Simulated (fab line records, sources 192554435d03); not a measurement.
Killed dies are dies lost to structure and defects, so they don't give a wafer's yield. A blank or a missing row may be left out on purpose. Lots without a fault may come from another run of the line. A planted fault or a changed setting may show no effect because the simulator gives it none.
Split-lot experiment | flow n5_finfet | 7 lots, 21 wafers read, on a route of 1938 steps

THE SPLIT
At N5_HKMG_FIN_ETCH_55 (etches SOC in N2/H2, target depth 240 nm, time 300 s), the setting time_s was moved away from the recipe's 300 s on 3 of the 21 wafers read, by -22.2% to +7.1%. The other wafers ran this setting at the recipe's value.

The reading is taken at the split's own step.

THE READING
SiARC_of_HKMG_FIN_COAT_42.thk_nm (the simulator's own value, which no gauge read), in nm, at N5_HKMG_FIN_ETCH_55 (etches SOC in N2/H2, target depth 240 nm, time 300 s). The file gives no usual value for it. The 18 wafers here that ran the recipe average 21.2 nm, standard deviation 0.42 nm.

wafer  | tool, chamber at the split | time_s as run, s | against the recipe | SiARC_of_HKMG_FIN_COAT_42.thk_nm, nm | against lot-mates on the recipe
L074.1 | rie_diel-03, 0             | 321.3            | +7.1%              | 19.8                                 | -1.3
L074.3 | rie_diel-03, 1             | 300              | recipe             | 21.2                                 | -
L074.5 | rie_diel-03, 0             | 300              | recipe             | 21                                   | -
L075.3 | rie_diel-03, 2             | 300              | recipe             | 20.6                                 | -
L075.5 | rie_diel-03, 1             | 300              | recipe             | 20.8                                 | -
L075.6 | rie_diel-03, 0             | 300              | recipe             | 20.4                                 | -
L076.2 | rie_diel-05, 0             | 300              | recipe             | 21.6                                 | -
L076.4 | rie_diel-05, 1             | 300              | recipe             | 21.2                                 | -
L076.6 | rie_diel-05, 3             | 300              | recipe             | 21.6                                 | -
L077.1 | rie_diel-03, 0             | 300              | recipe             | 20.8                                 | -
L077.2 | rie_diel-03, 2             | 300              | recipe             | 21                                   | -
L077.5 | rie_diel-03, 0             | 300              | recipe             | 21                                   | -
L084.3 | rie_diel-05, 3             | 233.5            | -22.2%             | 24.4                                 | +2.9
L084.4 | rie_diel-05, 0             | 300              | recipe             | 21.6                                 | -
L084.5 | rie_diel-05, 0             | 300              | recipe             | 21.4                                 | -
L086.1 | rie_diel-03, 3             | 277              | -7.7%              | 22.2                                 | +1.0
L086.3 | rie_diel-03, 1             | 300              | recipe             | 21.2                                 | -
L086.5 | rie_diel-03, 1             | 300              | recipe             | 21.2                                 | -
L096.4 | rie_diel-05, 2             | 300              | recipe             | 21.6                                 | -
L096.5 | rie_diel-05, 1             | 300              | recipe             | 22                                   | -
L096.6 | rie_diel-05, 3             | 300              | recipe             | 21.8                                 | -

THE FIT
A straight line over all 21 wafers: SiARC_of_HKMG_FIN_COAT_42.thk_nm changes by -0.148 nm for each +1% of time_s; r = -0.89; the points scatter about the line by 0.41 nm.
The same after taking each lot's own level away (the mean of its wafers on the recipe; 21 wafers): -0.136 nm for each +1%; r = -0.98; scatter 0.15 nm.
On that fit, the largest move of time_s shifts the reading by 3 nm.
The lots' own levels span 20.60 to 21.80 nm, that is 2.9 times the standard deviation above.
So the lot-to-lot level changes the slope little: the two slopes agree.
Check: with one of the wafers moved furthest among these (-22.2%) left out of the fit, the line predicts +3.41 nm for it against its lot-mates. It came out at +2.9 nm against them.

OTHER SPLITS ON THESE WAFERS
These wafers also went through other splits before the reading. Each is held against what the fit with the lots' levels taken away leaves over:
other split on the same wafers | wafers away from the commonest value | r with SiARC_of_HKMG_FIN_COAT_42.thk_nm (lot level and that fit taken away)
N5_HKMG_FIN_COAT_43 spin_rpm   | 7                                    | +0.45

THE WHOLE CHAIN: every reading that the file lists as answering this split, in the file's order
step                | what it does                                         | reading                                                                           | change (the file's fit)               | r (the file's)
N5_HKMG_FIN_ETCH_55 | etches SOC in N2/H2, target depth 240 nm, time 300 s | HKMG_FIN.feature_depth_nm (the simulator's own value, which no gauge read)        | +2.27 nm for each +1% of the setting  | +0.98
N5_HKMG_FIN_ETCH_55 | etches SOC in N2/H2, target depth 240 nm, time 300 s | etch.depth_nm (the simulator's own value, which no gauge read)                    | +2.27 nm for each +1% of the setting  | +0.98
N5_HKMG_FIN_ETCH_55 | etches SOC in N2/H2, target depth 240 nm, time 300 s | SiARC_of_HKMG_FIN_COAT_42.thk_nm (the simulator's own value, which no gauge read) | -0.135 nm for each +1% of the setting | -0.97

THE FILE'S OWN FIT
SiARC_of_HKMG_FIN_COAT_42.thk_nm changes by -0.135 nm for each +1% of time_s, r = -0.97.
